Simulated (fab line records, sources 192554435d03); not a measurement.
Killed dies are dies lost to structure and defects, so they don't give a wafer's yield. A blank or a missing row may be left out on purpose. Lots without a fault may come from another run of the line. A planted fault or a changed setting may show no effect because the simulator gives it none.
Which tool did it? | flow n5_finfet | 9 lots, 27 wafers sampled, at 7 steps of a route of 1938

WHAT THE GAUGES READ, wafer by wafer
N5_BEOL_M5_CD_MEAS_11: target cd 27.74 nm. Usual: cd_nm 28.1 nm, standard deviation 0.32.
lot  | measured     | on        | cd_nm (nm)     | flag
L968 | day 9 00:16  | cd_sem-01 | 28.2 28.5 28.4 |
L969 | day 9 00:19  | cd_sem-02 | 28.1 27.9 27.8 |
L972 | day 10 02:38 | cd_sem-02 | 27.7 27.6 27.2 |
L977 | day 11 06:45 | cd_sem-03 | 28.3 28.3 28.8 |
L978 | day 11 14:15 | cd_sem-02 | 28.0 27.6 28.2 |
L981 | day 12 17:29 | cd_sem-02 | 27.7 28.3 27.9 |
L985 | day 13 00:50 | cd_sem-01 | 27.7 27.9 27.8 |
L986 | day 13 01:52 | cd_sem-03 | 28.3 28.0 28.6 |
L984 | day 13 16:58 | cd_sem-03 | 28.5 28.0 28.0 |

N5_BEOL_M5_OCD_MEAS_38. Usual: trench_depth_nm 71.1 nm, standard deviation 2.
lot  | measured     | on     | trench_depth_nm (nm) | flag
L968 | day 9 01:55  | ocd-02 | 71.3 68.7 71.7       |
L969 | day 9 02:25  | ocd-01 | 72.4 69.6 69.7       |
L972 | day 10 06:25 | ocd-01 | 68.0 72.7 68.2       |
L977 | day 11 09:16 | ocd-01 | 62.0 65.0 63.5       | OFF
L978 | day 11 16:44 | ocd-01 | 62.8 63.2 64.2       | OFF
L981 | day 12 21:36 | ocd-01 | 71.1 70.3 70.5       |
L985 | day 13 05:14 | ocd-01 | 74.2 72.0 70.3       |
L986 | day 13 04:52 | ocd-02 | 70.0 69.8 68.6       |
L984 | day 13 19:33 | ocd-02 | 74.2 70.1 75.2       |

N5_BEOL_M5_THK_MEAS_53: measures by xrf. Usual: M5_THK 61.5 nm, standard deviation 2.3.
lot  | measured     | on            | M5_THK (nm)    | flag
L968 | day 9 08:31  | film_metro-01 | 62.0 57.4 62.5 |
L969 | day 9 08:59  | film_metro-01 | 64.3 57.9 61.2 |
L972 | day 10 13:12 | film_metro-01 | 55.6 62.1 56.0 |
L977 | day 11 15:52 | film_metro-01 | 53.5 55.6 55.3 |
L978 | day 11 23:59 | film_metro-02 | 52.3 54.7 56.0 | OFF
L981 | day 13 05:20 | film_metro-02 | 59.0 62.4 58.7 |
L985 | day 13 12:50 | film_metro-02 | 64.9 60.6 60.9 |
L986 | day 13 11:44 | film_metro-02 | 59.8 62.1 59.4 |
L984 | day 14 03:42 | film_metro-02 | 65.4 59.9 63.8 |

N5_BEOL_M5_RS_MEAS_57: measures by four-point-probe. Usual: M5_RS 0.393 ohm/sq, standard deviation 0.018.
lot  | measured     | on            | M5_RS (ohm/sq)    | flag
L968 | day 9 08:47  | film_metro-02 | 0.389 0.427 0.385 |
L969 | day 9 09:15  | film_metro-02 | 0.369 0.416 0.390 |
L972 | day 10 13:28 | film_metro-01 | 0.443 0.387 0.441 |
L977 | day 11 16:08 | film_metro-02 | 0.469 0.445 0.446 | OFF
L978 | day 12 00:16 | film_metro-02 | 0.483 0.456 0.442 | OFF
L981 | day 13 05:35 | film_metro-02 | 0.413 0.385 0.413 |
L985 | day 13 13:05 | film_metro-02 | 0.365 0.401 0.395 |
L986 | day 13 12:00 | film_metro-02 | 0.405 0.383 0.405 |
L984 | day 14 03:58 | film_metro-01 | 0.363 0.407 0.378 |

WHICH TOOL RAN EACH LOT (tool, then ch and the chambers of the sampled wafers, then the start)
lot  | N5_BEOL_M5_TRENCH_ETCH_37          | N5_BEOL_M5_ETCH_41                            | N5_BEOL_M5_DEGAS_44
L968 | rie_diel-06 ch 1,2,3, day 9 01:46  | rie_diel-06 ch 1,2,3, day 9 01:55 or earlier  | pvd_sputter-02, day 9 02:43
L969 | rie_diel-06 ch 2,3, day 9 02:16    | rie_diel-06 ch 2,3, day 9 02:25 or earlier    | pvd_sputter-02, day 9 02:59
L972 | rie_diel-06 ch 0,1, day 10 06:16   | rie_diel-06 ch 0,1, day 10 06:25 or earlier   | pvd_sputter-02, day 10 07:11
L977 | rie_diel-06 ch 1,2,3, day 11 09:07 | rie_diel-06 ch 1,2,3, day 11 09:16 or earlier | pvd_sputter-02, day 11 09:50
L978 | rie_diel-06 ch 1,2,3, day 11 16:35 | rie_diel-06 ch 1,2,3, day 11 16:44 or earlier | pvd_sputter-03, day 11 17:44
L981 | rie_diel-03 ch 0,1, day 12 21:27   | rie_diel-03 ch 0,1, day 12 21:36 or earlier   | pvd_sputter-02, day 12 22:08
L985 | rie_diel-03 ch 1,2,3, day 13 05:04 | rie_diel-03 ch 1,2,3, day 13 05:14 or earlier | pvd_sputter-02, day 13 05:58
L986 | rie_diel-04 ch 0,1,3, day 13 04:43 | rie_diel-04 ch 0,1,3, day 13 04:52 or earlier | pvd_sputter-02, day 13 05:23
L984 | rie_diel-03 ch 0,3, day 13 19:23   | rie_diel-03 ch 0,3, day 13 19:33 or earlier   | pvd_sputter-03, day 13 20:18
- N5_BEOL_M5_TRENCH_ETCH_37: etches SiCOH lowk in C4F6/O2, target depth 71.652 nm, time 24.7 s.
- N5_BEOL_M5_ETCH_41: etches SiCN in CH3F/O2, target depth 31.5 nm, time 56.7 s.
- N5_BEOL_M5_DEGAS_44: time 60 s.

WHAT THE TOOLS THEMSELVES READ (means of the sampled wafers that have a number; where no wafer has one, the mark that the record gives instead)
N5_BEOL_M5_TRENCH_ETCH_37. Usual: drypump_motor_current_A 5.7 A, standard deviation 0.45; oes_f_703_au 0.78 a.u., standard deviation 0.09; oes_product_au 0.79 a.u., standard deviation 0.085; rf_fwd_power_W 339.0 W, standard deviation 1.8; rf_vpp_V 675 V, standard deviation 28; showerhead_plenum_p_Torr 2.85 Torr, standard deviation 0.09; throttle_valve_pct 20.99 %, standard deviation 0.2.
lot  | tool        | drypump_motor_current_A (A) | oes_f_703_au (a.u.) | oes_product_au (a.u.) | rf_fwd_power_W (W) | rf_vpp_V (V) | showerhead_plenum_p_Torr (Torr) | throttle_valve_pct (%) | flag
L968 | rie_diel-06 | 6.0                         | 0.75                | 0.76                  | 339.1              | 682          | 2.84                            | 20.94                  |
L969 | rie_diel-06 | 6.1                         | 0.76                | 0.75                  | 340.6              | 662          | 2.83                            | 20.95                  |
L972 | rie_diel-06 | 5.4                         | 0.74                | 0.78                  | 339.1              | 679          | 2.77                            | 20.80                  |
L977 | rie_diel-06 | 6.0                         | 0.53                | 0.70                  | 256.3              | 785          | 2.83                            | 20.95                  | OFF
L978 | rie_diel-06 | 6.0                         | 0.52                | 0.69                  | 255.8              | 785          | 2.83                            | 20.97                  | OFF
L981 | rie_diel-03 | 5.3                         | 0.74                | 0.80                  | 338.9              | 717          | 2.96                            | 21.08                  |
L985 | rie_diel-03 | 5.7                         | 0.83                | 0.85                  | 339.1              | 683          | 2.91                            | 20.98                  |
L986 | rie_diel-04 | 5.4                         | 0.76                | 0.72                  | 338.4              | 644          | 2.79                            | 20.98                  |
L984 | rie_diel-03 | 6.0                         | 0.76                | 0.80                  | 337.5              | 677          | 2.88                            | 21.25                  |

N5_BEOL_M5_ETCH_41. Usual: drypump_motor_current_A 5.7 A, standard deviation 0.45; oes_product_au 0.79 a.u., standard deviation 0.085; rf_fwd_power_W 390.7 W, standard deviation 1.7; rf_vpp_V 297.3 V, standard deviation 1.4; showerhead_plenum_p_Torr 2.00 Torr, standard deviation 0.065; throttle_valve_pct 16.38 %, standard deviation 0.19.
lot  | tool        | drypump_motor_current_A (A) | oes_product_au (a.u.) | rf_fwd_power_W (W) | rf_vpp_V (V) | showerhead_plenum_p_Torr (Torr) | throttle_valve_pct (%) | flag
L968 | rie_diel-06 | 6.0                         | 0.77                  | 391.1              | 297.5        | 2.00                            | 16.38                  |
L969 | rie_diel-06 | 6.1                         | 0.76                  | 391.3              | 297.3        | 1.99                            | 16.39                  |
L972 | rie_diel-06 | 5.4                         | 0.78                  | 391.1              | 295.5        | 1.94                            | 16.23                  |
L977 | rie_diel-06 | 6.0                         | 0.75                  | 392.1              | 296.7        | 1.99                            | 16.42                  |
L978 | rie_diel-06 | 6.0                         | 0.74                  | 391.1              | 296.8        | 1.99                            | 16.43                  |
L981 | rie_diel-03 | 5.3                         | 0.81                  | 389.6              | 299.2        | 2.08                            | 16.43                  |
L985 | rie_diel-03 | 5.7                         | 0.86                  | 389.4              | 297.6        | 2.04                            | 16.30                  |
L986 | rie_diel-04 | 5.4                         | 0.73                  | 390.0              | 297.0        | 1.96                            | 16.45                  |
L984 | rie_diel-03 | 6.0                         | 0.80                  | 390.0              | 297.8        | 2.02                            | 16.57                  |

N5_BEOL_M5_DEGAS_44. Usual: heater_power_w 336 W, standard deviation 24.
lot  | tool           | heater_power_w (W) | flag
L968 | pvd_sputter-02 | 331                |
L969 | pvd_sputter-02 | 348                |
L972 | pvd_sputter-02 | 328                |
L977 | pvd_sputter-02 | 317                |
L978 | pvd_sputter-03 | 323                |
L981 | pvd_sputter-02 | 340                |
L985 | pvd_sputter-02 | 323                |
L986 | pvd_sputter-02 | 346                |
L984 | pvd_sputter-03 | 327                |

THE ANSWER, worked out from the rows above alone
Rule: a lot is off if the mean of its wafers that have a number lies more than 3 standard deviations from the usual mean. A lot without any number at a reading at which 4 lots or more have one is off too. The other lots that the step has rows for count as sound. The gauges are gone through in route order, then the tools' own readings, and for those a lot's mean is taken as printed above. The first step at which some lot is off is used, and at that step the reading that is off furthest; a lot without a number counts as furthest.
Off: L977, L978, at N5_BEOL_M5_OCD_MEAS_38 (trench_depth_nm).
A tool fits if, at a process step before that reading, it ran every lot that is off, and no sound lot after the first of them. The gauges at N5_BEOL_M5_OCD_MEAS_38 aren't tried: what is off there is off at N5_BEOL_M5_RS_MEAS_57 too, on other tools, and a gauge's error can't cause that. N5_BEOL_M5_ETCH_41 gives no start for some lots, so the hours and the order of its lots are those of N5_BEOL_M5_OCD_MEAS_38. One fits: rie_diel-06 at N5_BEOL_M5_TRENCH_ETCH_37 and N5_BEOL_M5_ETCH_41. At N5_BEOL_M5_TRENCH_ETCH_37 its last sound lot is L972 (day 10 06:16), its first lot that is off L977 (day 11 09:07): a fault that began between those two fits.
The tool's own readings at N5_BEOL_M5_TRENCH_ETCH_37 bear it out: on the lots that are off they differ by more than 5 times the standard deviation of the sound lots' means. oes_f_703_au reads 0.53 a.u. there against 0.76 a.u. on the sound lots; rf_fwd_power_W reads 256.1 W there against 339.0 W on the sound lots; rf_vpp_V reads 785 V there against 678 V on the sound lots.

WHAT THE SIMULATOR HAD PUT IN
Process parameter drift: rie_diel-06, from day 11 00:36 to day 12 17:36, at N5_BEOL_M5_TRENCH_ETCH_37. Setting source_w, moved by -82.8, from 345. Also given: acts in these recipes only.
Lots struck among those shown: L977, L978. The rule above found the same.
